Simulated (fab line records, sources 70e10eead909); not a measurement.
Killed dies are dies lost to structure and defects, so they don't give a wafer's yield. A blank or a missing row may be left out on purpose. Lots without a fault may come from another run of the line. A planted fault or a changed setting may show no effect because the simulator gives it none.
A struck lot beside a sound one | flow nand_harc | 32 steps out of a route of 1302
Sound: wafers L639.2, L639.3, L639.5. Struck: wafers L630.1, L630.4, L630.5. The cause comes at the end.
At each step with rows: each side's tool, then ch and its chambers, then its first start. Under that, the readings that differ: sound wafers | struck wafers | difference of the means | sigmas: that difference in standard deviations of wafers without a fault.
alike: readings whose means differ by less than 2 such deviations, and words and numbers that are the same on both sides. not compared: withheld readings, readings that some wafer has no value for, bounds like >300 that may hide the same value, and numbers for which the record gives no deviation and whose values overlap.
The two part at a step that has a row with sigmas, a row that says differs or no value, or rows on one side only. Numbers that don't overlap but have no deviation are shown without sigmas and don't part them. A reading that every wafer of one side lacks parts them only if that side has two wafers or more.

first, 5 steps without rows for these wafers: NHARC_A_ONON_D1_DEP_19 (target thk 1000 nm); NHARC_A_ONON_D1_DEP_22 (target thk 1000 nm); NHARC_A_ONON_D1_DEP_25 (target thk 1000 nm); NHARC_A_ONON_D1_DEP_28 (target thk 1000 nm); NHARC_A_ONON_D1_DEP_33 (deposits SiO2, target thk 200 nm).
NHARC_A_CHANNEL_HOLE_D1_DEP_00: deposits aC, target thk 3100 nm.
  sound on acl_dep-01 ch 0, day 17 01:01; struck on acl_dep-01 ch 0, day 12 20:39
  alike: throttle_valve_pct
then, 25 steps without rows for these wafers: NHARC_A_CHANNEL_HOLE_D1_DEP_01 (deposits SiON, target thk 140 nm); NHARC_A_CHANNEL_HOLE_D1_DEHYDRATE_02 (time 120 s); NHARC_A_CHANNEL_HOLE_D1_HMDS_03 (time 30 s); NHARC_A_CHANNEL_HOLE_D1_COAT_36 (time 75 s); NHARC_A_CHANNEL_HOLE_D1_COAT_37 (time 65 s); NHARC_A_CHANNEL_HOLE_D1_COAT_04 (resist thk 90 nm); NHARC_A_CHANNEL_HOLE_D1_SOFTBAKE_05 (time 55 s); NHARC_A_CHANNEL_HOLE_D1_EBR_06; NHARC_A_CHANNEL_HOLE_D1_EXPOSE_07 (exposes mask HOLE D1, target cd 100 nm); NHARC_A_CHANNEL_HOLE_D1_PEB_08 (peb time 65 s); NHARC_A_CHANNEL_HOLE_D1_DEVELOP_09 (develop time 35 s); NHARC_A_CHANNEL_HOLE_D1_DESCUM_15 (chemistry O2, time 3 s); NHARC_A_CHANNEL_HOLE_D1_ETCH_38 (etches the open film in CF4, target depth 39 nm, time 65 s); NHARC_A_CHANNEL_HOLE_D1_ETCH_39 (etches the open film in N2/H2, target depth 260 nm, time 325 s); NHARC_A_CHANNEL_HOLE_D1_ETCH_34 (etches the open film in CF4/CHF3, target depth 154 nm, time 77 s); NHARC_A_CHANNEL_HOLE_D1_ETCH_16 (etches the open film in O2/COS, target depth 3100 nm, time 806 s); NHARC_A_CHANNEL_HOLE_D1_ETCH_19 (etches the open film in C4F8/O2/Ar, time 34.5 s); NHARC_A_CHANNEL_HOLE_D1_ETCH_20 (etches the open film in C4F8/O2/Ar, time 361.9 s, target depth 1600 nm); NHARC_A_CHANNEL_HOLE_D1_ETCH_21 (etches the open film in C4F8/O2/Ar, time 514.3 s, target depth 1600 nm); NHARC_A_CHANNEL_HOLE_D1_ETCH_22 (etches the open film in C4F8/O2/Ar, time 666.7 s, target depth 1600 nm); NHARC_A_CHANNEL_HOLE_D1_ETCH_23 (etches the open film in C4F8/O2/Ar, time 819 s, target depth 1600 nm); NHARC_A_CHANNEL_HOLE_D1_ETCH_24 (etches the open film in C4F8/O2/Ar, time 906.2 s, target depth 1500 nm); NHARC_A_CHANNEL_HOLE_D1_ETCH_25 (etches the open film in C4F8/O2/Ar, time 1040.2 s, target depth 1500 nm); NHARC_A_CHANNEL_HOLE_D1_ETCH_26 (etches the open film in C4F8/O2/Ar, time 224.1 s, target depth 300 nm); NHARC_A_CHANNEL_HOLE_D1_ETCH_33 (etches the open film in C4F8/O2/Ar, time 90 s, target depth 400 nm).
-- the record jumps here: 16 days lie between the struck wafers' starts before and after (it left off in module A_CHANNEL_HOLE_D1 and takes up again in module END, whose first step shown is number 1302 of the route) --
NHARC_END_SORT_01:
  the record has rows for the struck wafers here (prober-02 ch 0, day 29 04:43) and none for the sound ones

WHERE THEY PART
Only at NHARC_END_SORT_01, within this record.

WHY: what the simulator had put in
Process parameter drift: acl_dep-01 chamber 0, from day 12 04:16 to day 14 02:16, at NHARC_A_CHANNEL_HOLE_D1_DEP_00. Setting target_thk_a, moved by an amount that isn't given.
